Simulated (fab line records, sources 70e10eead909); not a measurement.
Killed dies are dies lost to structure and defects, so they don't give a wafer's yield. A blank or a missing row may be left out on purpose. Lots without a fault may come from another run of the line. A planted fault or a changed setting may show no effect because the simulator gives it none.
Chamber matching | flow nand_harc | NHARC_P_BONDPAD_STRIP_15 on rie_diel-02: 4 sister chambers
The step strips in O2. 16 wafers are shown with their chamber, then 7 later ones without.

WAFERS WITH THEIR CHAMBER
wafer  | chamber | drypump_motor_current_A (A) | oes_product_au (a.u.) | rf_vpp_V (V)
L076.2 | 3       | 5.4                         | 0.978                 | 56.9
L076.5 | 0       | 6.3                         | 0.999                 | 57.6
L077.1 | 1       | 5.9                         | 0.979                 | 58.0
L077.2 | 2       | 5.0                         | 1.008                 | 57.1
L077.3 | 3       | 5.4                         | 0.988                 | 57.2
L077.4 | 0       | 6.3                         | 0.982                 | 58.2
L077.5 | 2       | 5.1                         | 1.005                 | 57.6
L077.6 | 1       | 5.9                         | 0.987                 | 56.3
L085.3 | 2       | 5.0                         | 1.018                 | 58.7
L085.5 | 3       | 5.4                         | 0.984                 | 56.5
L085.6 | 2       | 5.0                         | 1.012                 | 57.9
L085.1 | 1       | 6.0                         | 0.994                 | 57.6
L085.2 | 0       | 6.4                         | 1.022                 | 58.8
L085.4 | 3       | 5.4                         | 0.985                 | 57.3
L087.1 | 1       | 5.9                         | 0.998                 | 57.7
L087.5 | 0       | 6.3                         | 1.025                 | 57.8

SIGNATURES (means of the wafers above)
reading                 | chamber 0 | chamber 1 | chamber 2 | chamber 3 | scatter within a chamber
drypump_motor_current_A | 6.325     | 5.925     | 5.025     | 5.400     | 0.0433
oes_product_au          | 1.00700   | 0.98950   | 1.01075   | 0.98375   | 0.0115
rf_vpp_V                | 58.100    | 57.400    | 57.825    | 56.975    | 0.597
Rule: a wafer's distance from a chamber is the root of the sum, over the readings, of the square of ((its reading less the chamber's mean) divided by the reading's scatter). The wafer belongs to the nearest chamber; if the next one is less than 2 further off, it can't be placed. The scatter: the root of (the sum of the squares of (reading less its chamber's mean) over the shown wafers, divided by (wafers less chambers)).

WAFERS WITHOUT THEIR CHAMBER
wafer  | drypump_motor_current_A (A) | oes_product_au (a.u.) | rf_vpp_V (V)
L087.6 | 5.4                         | 0.993                 | 58.4
L094.2 | 5.4                         | 0.999                 | 56.8
L094.4 | 5.0                         | 1.016                 | 57.4
L094.5 | 5.4                         | 0.993                 | 57.8
L095.1 | 5.1                         | 1.006                 | 57.5
L095.3 | 6.4                         | 1.008                 | 57.1
L095.6 | 6.3                         | 1.019                 | 57.7

WHICH CHAMBER EACH WENT THROUGH
wafer  | from the rows above | in truth
L087.6 | 3                   | 3
L094.2 | 3                   | 3
L094.4 | 2                   | 2
L094.5 | 3                   | 3
L095.1 | 2                   | 2
L095.3 | 0                   | 0
L095.6 | 0                   | 0
Placed correctly: 7 of 7. Can't be placed from these rows: 0. Placed wrongly: 0.
